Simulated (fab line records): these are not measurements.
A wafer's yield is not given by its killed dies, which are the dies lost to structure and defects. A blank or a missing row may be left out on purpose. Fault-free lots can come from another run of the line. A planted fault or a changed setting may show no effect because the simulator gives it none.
fab line records	flow n5Finfet
record: lots: 8	wafers: 24	lastDay: 17
route steps=1938 shown BEOL_M4@1059 PASSIVATION@1936
lots that met no fault: from a run of the same line without faults
startH: start of the lot's first displayed wafer, in hours after the record's first day	waitH: time in hours since the lot's previous step	" unchanged from the row above	L1.1+2: one row covering several wafers at once	- value missing, or start not given	* or withheld: withheld	< > ~ a bound
route shown NAME@n: a module of which the file shows steps, and the number in the route of the first	usual: mean/standard deviation taken from wafers without a fault	same: alike in all rows	chamber/n: place in a boat	sites: per-site readings	_std_site: standard deviation across them	_edge_site: inner sites' mean taken away from outer sites' mean	radiusMm: for every site, how far away it sits from the centre of the wafer	mask NAME#n: copy n	behind: tool/chamber where the wafer was last shaped	hold: why the lot was held/for how many hours/how that ended	device: which transistor (n, p or np) failed to switch	end of line: tests of these same wafers at the route's end	where a step has no rows: the recipe by itself	killed: count of dies lost to structure and defects at first sort (not the wafer's yield)	map: a wafer's dies, x killed, . not, _ none there
set.NAME: the run value of the setting; set.NAME@STEP: its run value at that earlier step	model.NAME: the simulator's own value behind a step, which no gauge read
steps of the route over a sample of lots; a table a step, a row a wafer
services: the hour from which a tool's chamber was out of use, counted from the record's first day as startH (under 0 if before that day), plus the number of hours and why
== steps ==
step: N5_BEOL_M4_DESCUM_33
recipe: chemistry: O2	timeS: 7	sourcePowerW: 50	biasPowerW: 20	pressureMtorr: 20	rfFrequencyHz: 2.712e+07	tempC: 40	resist: CAR-EUV	o2FlowSccm: 225
usual: drypumpMotorCurrentA: 5.6/0.49	oesProductAu: 0.78/0.072	rfVppV: 243.1/1.5	showerheadPlenumPTorr: 2.08/0.077	throttleValvePct: 20.47/0.2
lot.wafer	tool	chamber	startH	waitH	drypumpMotorCurrentA	oesProductAu	rfHoursCounterH	rfVppV	showerheadPlenumPTorr	throttleValvePct
L438.1	rieDiel-05	0	188.15	0.0	5.9	0.77	125	245.1	2.19	20.68
L438.2	"	2	"	"	5.4	0.87	53	245.1	2.22	20.22
L438.3	"	3	"	"	6.4	0.69	236	240.4	1.97	20.44
L445.3	rieDiel-06	1	234.83	0.0	5.6	0.72	206	242.9	2.07	20.82
L445.4	"	0	"	"	4.8	0.74	177	242.2	1.99	20.38
L445.5	"	0	"	"	4.8	0.74	-	241.5	1.99	20.39
L447.2	rieDiel-04	2	238.31	0.0	6.3	0.83	77	242.9	2.04	20.71
L447.4	"	1	"	"	5.9	0.74	200	242.4	1.98	20.26
L447.5	"	1	"	"	5.9	0.74	-	241.2	1.98	20.26
L448.3	rieDiel-05	0	239.22	0.1	5.9	0.75	143	244.4	2.18	20.71
L448.4	"	0	"	"	5.9	0.75	-	245.6	2.18	20.71
L448.5	"	1	"	"	5.1	0.85	-	242.4	2.02	20.19
L449.1	rieDiel-04	2	244.24	0.5	6.3	0.84	80	242.6	2.04	20.72
L449.2	"	1	"	"	5.9	0.74	201	242.5	1.98	20.26
L449.6	"	3	"	"	5.0	0.75	-	243.2	2.08	20.58
L450.1	rieDiel-06	3	246.87	0.0	4.9	0.91	25	245.8	2.23	20.42
L450.4	"	0	"	"	4.8	0.73	181	241.7	1.99	20.38
L450.5	"	3	"	"	4.9	0.91	-	245.9	2.23	20.42
L455.1	rieDiel-05	3	285.97	0.0	6.4	0.93	13	246.0	2.23	20.13
L455.4	"	2	"	"	5.3	0.82	90	246.0	2.20	20.25
L455.6	"	1	"	"	5.1	0.82	-	242.3	2.01	20.21
L456.3	rieDiel-04	1	287.95	0.0	5.9	0.71	217	241.7	1.98	20.29
L456.5	"	2	"	"	6.3	0.81	-	243.4	2.04	20.74
L456.6	"	1	"	"	5.8	0.72	-	240.3	1.98	20.29
step: N5_BEOL_M4_ETCH_70
recipe: chemistry: N2/H2	target: SOC	targetDepthA: 800	overetchA: 240	maskMaterial: SiARC	tempC: 40	timeS: 130	ionEnergyEv: 200	pressureMtorr: 30	sourceW: 840	biasW: 150	n2FlowSccm: 200	h2FlowSccm: 200
usual: drypumpMotorCurrentA: 5.6/0.49	oesProductAu: 0.57/0.056	rfVppV: 523.8/2.9	runLengthS: 153.3/0.36	showerheadPlenumPTorr: 2.54/0.099	throttleValvePct: 17.90/0.18
lot.wafer	tool	chamber	startH	waitH	drypumpMotorCurrentA	oesProductAu	rfHoursCounterH	rfVppV	runLengthS	showerheadPlenumPTorr	throttleValvePct
L438.1	rieDiel-06	0	188.65	0.0	4.8	0.55	160	521.4	154.1	2.42	17.65
L438.2	"	2	"	"	5.3	0.54	188	524.0	153.0	2.53	18.08
L438.3	"	1	"	"	5.6	0.54	190	524.2	153.2	2.53	18.24
L445.3	rieDiel-06	0	237.56	0.0	4.8	0.54	178	520.5	153.9	2.41	17.67
L445.4	"	3	"	"	4.9	0.68	21	527.6	153.8	2.71	17.87
L445.5	"	3	"	"	4.9	0.68	-	526.9	153.2	2.71	17.87
L447.2	rieDiel-04	0	240.76	0.0	5.8	0.50	234	526.3	153.9	2.62	18.04
L447.4	"	2	"	"	6.3	0.60	78	521.2	152.9	2.47	17.99
L447.5	"	3	"	"	5.1	0.55	-	524.4	152.7	2.53	17.91
L448.3	rieDiel-06	3	241.07	0.0	4.9	0.68	23	529.8	153.0	2.71	17.89
L448.4	"	2	"	"	5.3	0.53	206	524.9	153.6	2.52	18.12
L448.5	"	3	"	"	4.9	0.67	-	528.3	153.2	2.71	17.88
L449.1	rieDiel-06	0	244.82	0.0	4.8	0.54	180	520.9	154.0	2.41	17.69
L449.2	"	3	"	"	4.9	0.67	25	528.0	153.1	2.71	17.88
L449.6	"	2	"	"	5.3	0.53	-	523.6	153.0	2.52	18.11
L450.1	rieDiel-05	3	259.76	0.0	6.4	0.70	5	528.5	153.6	2.70	17.50
L450.4	"	2	"	"	5.4	0.62	82	528.2	153.5	2.70	17.76
L450.5	"	3	"	"	6.4	0.71	-	529.9	153.7	2.70	17.50
L455.1	rieDiel-04	2	286.29	0.0	6.3	0.58	93	520.2	152.8	2.46	17.99
L455.4	"	1	"	"	5.9	0.53	216	521.0	152.9	2.42	17.85
L455.6	"	2	"	"	6.3	0.59	-	522.3	153.1	2.46	17.99
L456.3	rieDiel-05	3	291.04	0.0	6.4	0.67	15	527.3	153.4	2.70	17.51
L456.5	"	0	"	"	5.9	0.53	-	528.0	153.5	2.64	18.08
L456.6	"	1	"	"	5.1	0.61	-	521.0	153.7	2.46	17.71
step: N5_BEOL_M4_TRENCH_ETCH_37
recipe: chemistry: C4F6/O2	targetDepthA: 555.55	target: SiOC	timeS: 29.2	ionEnergyEv: 250	pressureMtorr: 30	sourceW: 355	biasW: 185	Ar_flow_sccm: 300	C4F6_flow_sccm: 10	O2_flow_sccm: 10
usual: drypumpMotorCurrentA: 5.6/0.49	oesProductAu: 0.78/0.08	rfVppV: 659/9.6	runLengthS: 52.4/0.34	showerheadPlenumPTorr: 2.85/0.11	throttleValvePct: 20.95/0.25
lot.wafer	tool	chamber	startH	waitH	drypumpMotorCurrentA	oesProductAu	rfHoursCounterH	rfVppV	runLengthS	showerheadPlenumPTorr	throttleValvePct
L438.1	rieDiel-06	0	188.85	-	4.8	0.76	160	641	52.9	2.76	20.98
L438.2	"	2	"	"	5.3	0.73	188	648	52.5	2.82	20.99
L438.3	"	1	"	"	5.6	0.74	190	681	52.1	2.84	21.26
L445.3	rieDiel-06	0	237.77	-	4.8	0.74	178	640	52.9	2.75	21.01
L445.4	"	3	"	"	4.9	0.94	21	660	52.4	3.04	20.96
L445.5	"	3	"	"	4.9	0.93	-	661	52.4	3.04	20.96
L447.2	rieDiel-04	0	240.97	-	5.7	0.67	234	663	52.5	2.93	20.95
L447.4	"	2	"	"	6.3	0.83	78	653	52.3	2.79	21.20
L447.5	"	3	"	"	5.0	0.75	-	663	52.1	2.86	21.13
L448.3	rieDiel-06	3	241.28	-	4.8	0.93	23	661	54.9	3.04	20.97
L448.4	"	2	"	"	5.3	0.72	206	645	52.3	2.81	21.01
L448.5	"	3	"	"	4.9	0.93	-	660	55.4	3.04	20.97
L449.1	rieDiel-06	0	245.02	-	4.8	0.73	180	641	52.9	2.75	21.00
L449.2	"	3	"	"	4.8	0.93	25	661	55.6	3.04	20.96
L449.6	"	2	"	"	5.3	0.72	-	646	52.6	2.81	21.02
L450.1	rieDiel-05	3	259.97	-	6.4	0.96	5	655	52.7	3.03	20.57
L450.4	"	2	"	"	5.4	0.82	82	663	52.7	2.96	20.54
L450.5	"	3	"	"	6.4	0.95	-	656	52.7	3.03	20.55
L455.1	rieDiel-04	2	286.50	-	6.3	0.82	94	652	52.6	2.78	21.22
L455.4	"	1	"	"	5.8	0.72	216	667	52.1	2.68	20.64
L455.6	"	2	"	"	6.3	0.82	-	652	52.5	2.78	21.23
L456.3	rieDiel-05	3	291.25	-	6.4	0.92	15	654	52.4	3.02	20.60
L456.5	"	0	"	"	5.9	0.73	-	664	52.5	2.98	21.32
L456.6	"	1	"	"	5.1	0.84	-	653	52.6	2.78	20.88
step: N5_BEOL_M4_ETCH_41
recipe: chemistry: CH3F/O2	target: SiCN	targetDepthA: 299	taperDeg: 2	timeS: 52.5	ionEnergyEv: 120	maskMaterial: TiN	pressureMtorr: 30	sourceW: 395	biasW: 75	Ar_flow_sccm: 150	CH3F_flow_sccm: 30	O2_flow_sccm: 20
usual: drypumpMotorCurrentA: 5.6/0.49	oesProductAu: 0.78/0.079	rfVppV: 297.4/1.7	runLengthS: 75.8/0.35	showerheadPlenumPTorr: 2.00/0.077	throttleValvePct: 16.40/0.22
lot.wafer	tool	chamber	startH	waitH	drypumpMotorCurrentA	oesProductAu	rfHoursCounterH	rfVppV	runLengthS	showerheadPlenumPTorr	throttleValvePct
L438.1	rieDiel-06	0	-	-	4.8	0.74	160	297.5	76.8	1.93	16.38
L438.2	"	2	"	"	5.3	0.72	188	297.2	75.5	1.98	16.49
L438.3	"	1	"	"	5.6	0.73	190	296.4	75.6	1.99	16.68
L445.3	rieDiel-06	0	-	-	4.8	0.74	178	295.3	76.1	1.92	16.42
L445.4	"	3	"	"	4.8	0.94	21	299.8	76.0	2.14	16.28
L445.5	"	3	"	"	4.9	0.94	-	300.3	75.7	2.14	16.25
L447.2	rieDiel-04	0	-	-	5.7	0.67	234	297.4	76.2	2.06	16.44
L447.4	"	2	"	"	6.3	0.83	78	296.3	75.7	1.96	16.57
L447.5	"	3	"	"	5.1	0.75	-	297.1	75.3	2.01	16.53
L448.3	rieDiel-06	3	-	-	4.9	0.93	23	298.4	75.5	2.14	16.28
L448.4	"	2	"	"	5.3	0.72	206	297.2	75.6	1.98	16.55
L448.5	"	3	"	"	4.9	0.93	-	299.3	75.6	2.14	16.28
L449.1	rieDiel-06	0	-	-	4.8	0.73	181	295.5	76.3	1.92	16.44
L449.2	"	3	"	"	4.9	0.92	25	300.6	75.5	2.14	16.28
L449.6	"	2	"	"	5.3	0.72	-	296.6	76.0	1.98	16.56
L450.1	rieDiel-05	3	-	-	6.4	0.95	5	300.8	76.2	2.13	15.97
L450.4	"	2	"	"	5.3	0.83	82	299.5	75.7	2.09	16.05
L450.5	"	3	"	"	6.4	0.96	-	299.5	76.0	2.13	15.98
L455.1	rieDiel-04	2	-	-	6.3	0.82	94	296.5	75.6	1.95	16.61
L455.4	"	1	"	"	5.8	0.71	216	295.5	75.8	1.88	16.20
L455.6	"	2	"	"	6.3	0.81	-	296.4	75.3	1.95	16.62
L456.3	rieDiel-05	3	-	-	6.4	0.92	15	300.0	75.7	2.13	16.00
L456.5	"	0	"	"	5.9	0.72	-	299.3	75.7	2.10	16.72
L456.6	"	1	"	"	5.1	0.82	-	295.9	75.8	1.95	16.25
step: N5_BEOL_M4_OCD_MEAS_38
usual: trenchDepthNm: 55.3/1.2
lot.wafer	tool	chamber	startH	waitH	trenchDepthNm
L438.1	ocd-01	-	189.01	-	55.4
L438.2	"	-	"	"	56.4
L438.3	"	-	"	"	55.8
L445.3	ocd-02	-	237.92	-	55.2
L445.4	"	-	"	"	57.1
L445.5	"	-	"	"	56.9
L447.2	ocd-02	-	241.12	-	53.5
L447.4	"	-	"	"	56.4
L447.5	"	-	"	"	55.9
L448.3	ocd-02	-	241.43	-	61.8
L448.4	"	-	"	"	55.9
L448.5	"	-	"	"	61.7
L449.1	ocd-02	-	245.18	-	55.9
L449.2	"	-	"	"	61.7
L449.6	"	-	"	"	56.2
L450.1	ocd-02	-	260.12	-	54.8
L450.4	"	-	"	"	53.9
L450.5	"	-	"	"	54.7
L455.1	ocd-02	-	286.65	-	56.5
L455.4	"	-	"	"	55.1
L455.6	"	-	"	"	56.4
L456.3	ocd-02	-	291.41	-	55.0
L456.5	"	-	"	"	56.3
L456.6	"	-	"	"	55.1
step: N5_BEOL_M4_THK_MEAS_53
recipe: thkMeasGauge: xrf	reads: Cu_of_BEOL_M4_ECD_50
usual: M4_THK: 39.9/1.7
lot.wafer	tool	chamber	startH	waitH	M4_THK[nm]
L438.1	filmMetro-02	-	192.40	-	37.7
L438.2	"	-	"	"	39.6
L438.3	"	-	"	"	38.0
L445.3	filmMetro-01	-	242.20	-	40.5
L445.4	"	-	"	"	43.0
L445.5	"	-	"	"	41.6
L447.2	filmMetro-02	-	244.67	-	36.9
L447.4	"	-	"	"	38.0
L447.5	"	-	"	"	38.8
L448.3	filmMetro-02	-	246.39	-	48.4
L448.4	"	-	"	"	40.2
L448.5	"	-	"	"	48.0
L449.1	filmMetro-01	-	248.78	-	40.9
L449.2	"	-	"	"	48.2
L449.6	"	-	"	"	40.2
L450.1	filmMetro-01	-	265.20	-	41.4
L450.4	"	-	"	"	40.1
L450.5	"	-	"	"	40.5
L455.1	filmMetro-02	-	289.99	-	43.2
L455.4	"	-	"	"	40.8
L455.6	"	-	"	"	40.7
L456.3	filmMetro-02	-	295.01	-	39.5
L456.5	"	-	"	"	41.4
L456.6	"	-	"	"	40.3
step: N5_BEOL_M4_RS_MEAS_58
recipe: thkMeasGauge: four-point-probe	reads: Co_of_BEOL_M4_CO_CAP_55+Cu_of_BEOL_M4_ECD_50+Co_of_BEOL_M4_CVD_47+TaN_of_BEOL_M4_ALD_84
usual: M4_RS: 0.67/0.034
lot.wafer	tool	chamber	startH	waitH	M4_RS[ohm/sq]
L438.1	filmMetro-02	-	192.71	0.0	0.70
L438.2	"	-	"	"	0.67
L438.3	"	-	"	"	0.70
L445.3	filmMetro-01	-	242.46	0.1	0.65
L445.4	"	-	"	"	0.61
L445.5	"	-	"	"	0.63
L447.2	filmMetro-01	-	244.93	0.1	0.72
L447.4	"	-	"	"	0.70
L447.5	"	-	"	"	0.68
L448.3	filmMetro-02	-	246.65	0.1	0.52
L448.4	"	-	"	"	0.66
L448.5	"	-	"	"	0.53
L449.1	filmMetro-01	-	249.04	0.0	0.64
L449.2	"	-	"	"	0.52
L449.6	"	-	"	"	0.66
L450.1	filmMetro-02	-	265.46	0.0	0.64
L450.4	"	-	"	"	0.66
L450.5	"	-	"	"	0.66
L455.1	filmMetro-01	-	290.25	0.0	0.60
L455.4	"	-	"	"	0.64
L455.6	"	-	"	"	0.65
L456.3	filmMetro-02	-	295.27	0.1	0.66
L456.5	"	-	"	"	0.63
L456.6	"	-	"	"	0.65
step: N5_BEOL_M4_RC_MEAS_101
usual: DIBL_N: 36.2/1.7	DIBL_P: 36.6/1.9	IOFF_N: 0.16/0.032	IOFF_P: 0.21/0.037	ION_N: 675/12	ION_P: 460/8.1	SS_N: 71.4/0.58	SS_P: 73.4/0.64	VT_N: 249/3.2	VT_P: -252/3.4
lot.wafer	tool	chamber	startH	waitH	DIBL_N[mV/V]	DIBL_P[mV/V]	IOFF_N[nA/um]	IOFF_P[nA/um]	ION_N[uA/um]	ION_P[uA/um]	SS_N[mV/dec]	SS_P[mV/dec]	VT_N[mV]	VT_P[mV]
L438.1	prober-02	0	192.76	0.0	37.4	37.4	0.19	0.21	688	468	71.5	73.3	247	-251
L438.2	"	0	"	"	35.3	34.8	0.14	0.17	669	454	71.3	73.3	253	-255
L438.3	"	0	"	"	36.7	36.8	0.18	0.20	664	457	72.4	73.7	249	-252
L445.3	prober-01	0	242.82	0.3	34.7	35.4	0.14	0.20	669	461	70.6	72.9	253	-251
L445.4	"	0	"	"	34.1	35.4	0.14	0.21	676	460	70.5	72.9	250	-247
L445.5	"	0	"	"	33.1	34.1	0.11	0.18	649	456	70.7	73.4	256	-251
L447.2	prober-02	0	245.13	0.2	36.2	37.0	0.16	0.20	672	453	71.1	73.1	247	-253
L447.4	"	0	"	"	33.7	33.3	0.12	0.15	665	450	71.1	72.2	252	-254
L447.5	"	0	"	"	36.9	37.8	0.18	0.22	673	460	71.8	73.6	248	-251
L448.3	prober-02	0	247.01	0.3	38.6	41.4	0.21	0.26	679	467	72.2	74.4	246	-249
L448.4	"	0	"	"	34.5	36.3	0.13	0.18	668	460	71.0	72.3	253	-252
L448.5	"	0	"	"	37.6	40.2	0.18	0.23	681	464	71.9	73.9	247	-254
L449.1	prober-01	0	249.09	0.0	35.3	37.0	0.17	0.18	685	454	71.2	73.0	249	-258
L449.2	"	0	"	"	33.8	34.9	0.14	0.15	671	444	71.3	73.1	250	-260
L449.6	"	0	"	"	33.4	34.9	0.13	0.15	654	442	70.9	72.6	250	-259
L450.1	prober-01	0	265.51	0.0	35.6	36.4	0.15	0.20	665	455	71.0	73.4	251	-249
L450.4	"	0	"	"	37.8	38.3	0.20	0.23	670	455	72.0	73.8	246	-251
L450.5	"	0	"	"	35.9	36.5	0.15	0.21	678	462	71.7	73.6	251	-252
L455.1	prober-02	0	290.30	0.0	36.0	35.2	0.16	0.22	677	469	70.8	73.1	249	-249
L455.4	"	0	"	"	37.7	37.2	0.18	0.24	697	471	71.9	73.8	247	-246
L455.6	"	0	"	"	37.8	37.0	0.19	0.25	692	472	71.6	73.7	248	-247
L456.3	prober-01	0	295.63	0.3	38.3	39.7	0.20	0.26	692	470	71.9	74.3	247	-247
L456.5	"	0	"	"	37.1	37.1	0.18	0.22	682	466	71.8	74.0	248	-251
L456.6	"	0	"	"	36.5	36.0	0.17	0.21	682	466	71.2	73.5	248	-250
step: N5_PASSIVATION_PROBE_49
usual: defectLimitedYield: 91.3/1.5	killed_at_M0_to_M3: 35/10	killed_at_M4_up: 12/4.6	killedAtContacts: 13/6.6	killedAtFrontEnd: 39/11	killedAtOther: 4/3.4	killedDies: 103/17	killedOpen: 67/13	killedShort: 35/8.2	sort_bin_5_function: 5.1/0.94	sort_bin_6_memory: 3.2/0.7	sort_bin_8_speed: 0.00/0.03	sortNPass: 1077/17	sortYieldPct: 91.3/1.5
same: grossDies: 1180	killedAtBackSide: 0	sort_bin_4_leakage[%]: 0
lot.wafer	tool	chamber	startH	waitH	defectLimitedYield[%]	killed_at_M0_to_M3	killed_at_M4_up	killedAtContacts	killedAtFrontEnd	killedAtOther	killedDies	killedOpen	killedShort	sort_bin_5_function[%]	sort_bin_6_memory[%]	sort_bin_8_speed[%]	sortNPass	sortYieldPct[%]
L456.3	prober-02	-	397.45	0.1	91.4	36	20	9	30	6	101	65	33	5.2	3.1	0	1079	91.4
L456.5	prober-02	-	397.55	0.2	90.8	36	14	14	42	3	109	65	44	5.5	3.4	0	1071	90.8
L456.6	prober-02	-	397.60	0.3	88.9	38	15	22	43	13	131	85	43	6.9	3.9	0	1049	88.9
killed by level:class
L456.3 BEOL_M2:geometricParticle:open=15 GATE_CUT:geometricParticle:short=7 MOL_CONTACT_COAG:geometricParticle:open=7 FIN_SAQP:geometricParticle:open=6 DUMMY_GATE:geometricParticle:open=6 BEOL_M0_SAQP:geometricParticle:open=6 BEOL_M0_SAQP:geometricParticle:short=5 BEOL_M8:geometricParticle:open=5
L456.5 GATE_CUT:geometricParticle:short=12 BEOL_M4:geometricParticle:open=12 MOL_CONTACT_COAG:geometricParticle:open=9 BEOL_M0_SAQP:geometricParticle:short=9 DUMMY_GATE:geometricParticle:open=7 BEOL_M0_SAQP:geometricParticle:open=6 BEOL_M2:geometricParticle:open=6 MOL_CONTACT_COAG:geometricParticle:short=5
L456.6 MOL_CONTACT_COAG:geometricParticle:open=15 FIN_SAQP:geometricParticle:open=12 BEOL_M0_SAQP:geometricParticle:open=11 GATE_CUT:geometricParticle:short=8 BEOL_M0_SAQP:geometricParticle:short=8 MOL_CONTACT_COAG:geometricParticle:short=7 BEOL_M1:geometricParticle:open=7 DUMMY_GATE:geometricParticle:open=6
== services ==
tool	chamber	startH	hours	kind
rieDiel-04	-	164.74	4.3	pm
rieDiel-04	-	212.56	0.5	repair
rieDiel-05	0	213.29	4.7	repair
rieDiel-06	-	216.71	2.8	pm
rieDiel-04	0	224.29	7.6	repair
rieDiel-05	3	226.40	-	clean
rieDiel-05	3	226.40	-	consumableReplace:focusRing
rieDiel-05	3	226.40	-	consumableReplace:showerhead
rieDiel-05	3	226.40	20.0	scheduledDown
rieDiel-05	3	226.40	20.0	ventCycle
rieDiel-04	-	228.63	2.8	pm
rieDiel-06	3	258.82	2.4	repair
== key ==
firstSign: step: N5_BEOL_M4_TRENCH_ETCH_37	reading: runLengthS	direction: up	sigmas: 8.3	usual: *	struck: *
effect: step: N5_BEOL_M4_OCD_MEAS_38	reading: trenchDepthNm	direction: up	sigmas: 5.4	usual: 55.3	struck: 61.7
effect: step: N5_BEOL_M4_THK_MEAS_53	reading: M4_THK	direction: up	sigmas: 5	usual: 39.9	struck: 48.2
effect: step: N5_BEOL_M4_RS_MEAS_58	reading: M4_RS	direction: down	sigmas: 4.2	usual: 0.67	struck: 0.52
metAt N5_BEOL_M4_TRENCH_ETCH_37
struckLots L448,L449
struckWafers L448.3,L448.5,L449.2
notActingAt N5_BEOL_M4_DESCUM_33,N5_BEOL_M4_ETCH_70,N5_BEOL_M4_ETCH_41
onsetBetween 237.77 241.28
fault: kind: processParameterDrift	tool: rieDiel-06	chamber: 3	onsetH: 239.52	steps: N5_BEOL_M4_TRENCH_ETCH_37	channel: timeS	offset: *	shape: step	endH: 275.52	actsIn: *	stated: *
